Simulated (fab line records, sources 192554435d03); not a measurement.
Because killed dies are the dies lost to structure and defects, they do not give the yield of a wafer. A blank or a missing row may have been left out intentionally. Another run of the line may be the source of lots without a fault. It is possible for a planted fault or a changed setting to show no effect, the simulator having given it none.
Chamber matching + flow n5 finfet + N5_BEOL_M7_ETCH_66 on rie diel-03 has 4 sister chambers
The step etches SOC in N2/H2, target depth 80 nm, overetch 16 nm, time 120 s. 4 wafers are shown with their chamber, then 11 later ones without.

## WAFERS WITH THEIR CHAMBER
| wafer  | chamber | showerhead plenum p Torr (Torr) |
|--------|---------|---------------------------------|
| L083.3 | 1       | 2.32                            |
| L083.5 | 2       | 2.52                            |
| L090.5 | 0       | 2.50                            |
| L091.3 | 3       | 2.50                            |

## WAFERS WITH NO CHAMBER GIVEN
| wafer  | showerhead plenum p Torr (Torr) |
|--------|---------------------------------|
| L091.4 | 2.50                            |
| L091.5 | 2.50                            |
| L095.2 | 2.52                            |
| L095.5 | 2.32                            |
| L095.6 | 2.49                            |
| L096.1 | 2.49                            |
| L096.2 | 2.49                            |
| L096.3 | 2.51                            |
| L097.2 | 2.51                            |
| L097.4 | 2.49                            |
| L097.6 | 2.51                            |

## THE CHAMBER EACH PASSED THROUGH
| wafer  | from the rows above          | in truth |
|--------|------------------------------|----------|
| L091.4 | can't be placed: 0 or 3      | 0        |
| L091.5 | can't be placed: 0 or 3      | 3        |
| L095.2 | 2                            | 2        |
| L095.5 | 1                            | 1        |
| L095.6 | can't be placed: 0 or 3      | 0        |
| L096.1 | can't be placed: 0 or 3      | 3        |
| L096.2 | can't be placed: 0 or 3      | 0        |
| L096.3 | can't be placed: 0 or 3 or 2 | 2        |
| L097.2 | can't be placed: 0 or 3 or 2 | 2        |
| L097.4 | can't be placed: 0 or 3      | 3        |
| L097.6 | can't be placed: 0 or 3 or 2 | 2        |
Correctly placed: 2 of 11. Not placeable from these rows: 9 (in 9, the candidates include the true chamber). Wrongly placed: 0.
How it was worked out, from the rows above alone: a wafer's distance from a chamber is the root of the sum, over the readings, of the square of ((its reading less the chamber's mean) divided by the reading's scatter). If the next closest chamber is less than 2 further off than the closest, the wafer can't be placed; otherwise it belongs to the closest. For every chamber, the mean is computed from those of its wafers that are shown. The scatter (one wafer shown for each chamber): square how far every hidden wafer sits from the nearest shown wafer, average those squares and take the square root.
